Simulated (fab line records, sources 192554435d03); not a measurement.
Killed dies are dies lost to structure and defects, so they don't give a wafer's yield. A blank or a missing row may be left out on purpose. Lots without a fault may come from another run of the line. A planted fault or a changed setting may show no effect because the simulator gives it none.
Chamber matching | flow n5_finfet | N5_BEOL_M0_SAQP_ETCH_73 on rie_diel-04: 4 sister chambers
The step etches SiARC in CF4, target depth 19.5 nm, time 32.5 s. 8 wafers are shown with their chamber, then 12 later ones without.

WAFERS WITH THEIR CHAMBER
wafer  | chamber | drypump_motor_current_A (A) | showerhead_plenum_p_Torr (Torr)
L082.2 | 0       | 6.1                         | 2.14
L082.6 | 3       | 5.6                         | 2.03
L087.3 | 2       | 5.5                         | 2.22
L087.5 | 2       | 5.5                         | 2.22
L087.6 | 1       | 6.6                         | 2.06
L088.1 | 0       | 6.1                         | 2.13
L088.2 | 1       | 6.6                         | 2.06
L088.3 | 3       | 5.7                         | 2.03

WAFERS WITHOUT THEIR CHAMBER
wafer  | drypump_motor_current_A (A) | showerhead_plenum_p_Torr (Torr)
L088.4 | 5.5                         | 2.22
L088.5 | 5.7                         | 2.03
L088.6 | 5.5                         | 2.22
L089.1 | 5.6                         | 2.03
L089.4 | 6.6                         | 2.06
L089.6 | 6.1                         | 2.13
L095.3 | 6.1                         | 2.13
L095.5 | 5.5                         | 2.22
L095.6 | 6.6                         | 2.05
L097.2 | 5.5                         | 2.22
L097.4 | 5.6                         | 2.28
L097.6 | 5.5                         | 2.22

WHICH CHAMBER EACH WENT THROUGH
wafer  | from the rows above | in truth
L088.4 | 2                   | 2
L088.5 | 3                   | 3
L088.6 | 2                   | 2
L089.1 | 3                   | 3
L089.4 | 1                   | 1
L089.6 | 0                   | 0
L095.3 | 0                   | 0
L095.5 | 2                   | 2
L095.6 | 1                   | 1
L097.2 | 2                   | 2
L097.4 | 2                   | 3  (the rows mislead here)
L097.6 | 2                   | 2
Placed correctly: 11 of 12. Can't be placed from these rows: 0. Placed wrongly: 1.
How it was worked out, from the rows above alone: a wafer's distance from a chamber is the root of the sum, over the readings, of the square of ((its reading less the chamber's mean) divided by the reading's scatter). The wafer belongs to the nearest chamber; if the next one is less than 2 further off, it can't be placed. A chamber's mean is the mean of its shown wafers. The scatter: the root of (the sum of the squares of (reading less its chamber's mean) over the shown wafers, divided by (wafers less chambers)).
